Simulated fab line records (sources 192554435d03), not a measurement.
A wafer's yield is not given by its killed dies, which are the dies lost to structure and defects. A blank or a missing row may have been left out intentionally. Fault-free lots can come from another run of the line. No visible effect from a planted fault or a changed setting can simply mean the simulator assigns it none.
Matching of chambers :: flow n5 finfet :: N5_BEOL_M1_ILD_DEP_00 on pecvd-04 has 3 sister chambers
The step deposits SiOC from DEMS/O2, target thk 79 nm, time 15.3 s. 3 wafers are shown with their chamber, then 9 later ones without.

== WAFERS WITH THEIR CHAMBER ==
wafer: L086.2
chamber: 1
throttle valve pct (%): 11.5

wafer: L086.3
chamber: 0
throttle valve pct (%): 12.4

wafer: L086.6
chamber: 2
throttle valve pct (%): 11.7

== WAFERS MISSING THEIR CHAMBER ==
wafer: L088.1
throttle valve pct (%): 12.0

wafer: L088.4
throttle valve pct (%): 12.0

wafer: L088.5
throttle valve pct (%): 11.7

wafer: L090.2
throttle valve pct (%): 11.5

wafer: L090.3
throttle valve pct (%): 11.7

wafer: L090.5
throttle valve pct (%): 12.3

wafer: L096.1
throttle valve pct (%): 11.2

wafer: L096.2
throttle valve pct (%): 11.5

wafer: L096.4
throttle valve pct (%): 12.4

== THE CHAMBER EACH PASSED THROUGH ==
wafer: L088.1
from the rows above: can't be placed: 2 or 0 or 1
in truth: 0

wafer: L088.4
from the rows above: can't be placed: 2 or 0 or 1
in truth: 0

wafer: L088.5
from the rows above: can't be placed: 2 or 1
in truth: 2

wafer: L090.2
from the rows above: can't be placed: 1 or 2
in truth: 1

wafer: L090.3
from the rows above: can't be placed: 2 or 1
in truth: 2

wafer: L090.5
from the rows above: 0
in truth: 0

wafer: L096.1
from the rows above: can't be placed: 1 or 2
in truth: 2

wafer: L096.2
from the rows above: can't be placed: 1 or 2
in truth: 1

wafer: L096.4
from the rows above: 0
in truth: 0
Correct placement for 2 of the 9. Unplaceable from these rows: 7, with the true chamber sitting among the candidates in 7. Wrongly placed: 0.
How it was worked out, from the rows above alone: a wafer's distance from a chamber is the root of the sum, over the readings, of the square of ((its reading less the chamber's mean) divided by the reading's scatter). The wafer belongs to the nearest chamber; if the next one is less than 2 further off, it can't be placed. A chamber's mean is the mean of its shown wafers. The scatter: root of mean squared gap, hidden wafer to nearest shown wafer, with one shown wafer a chamber.
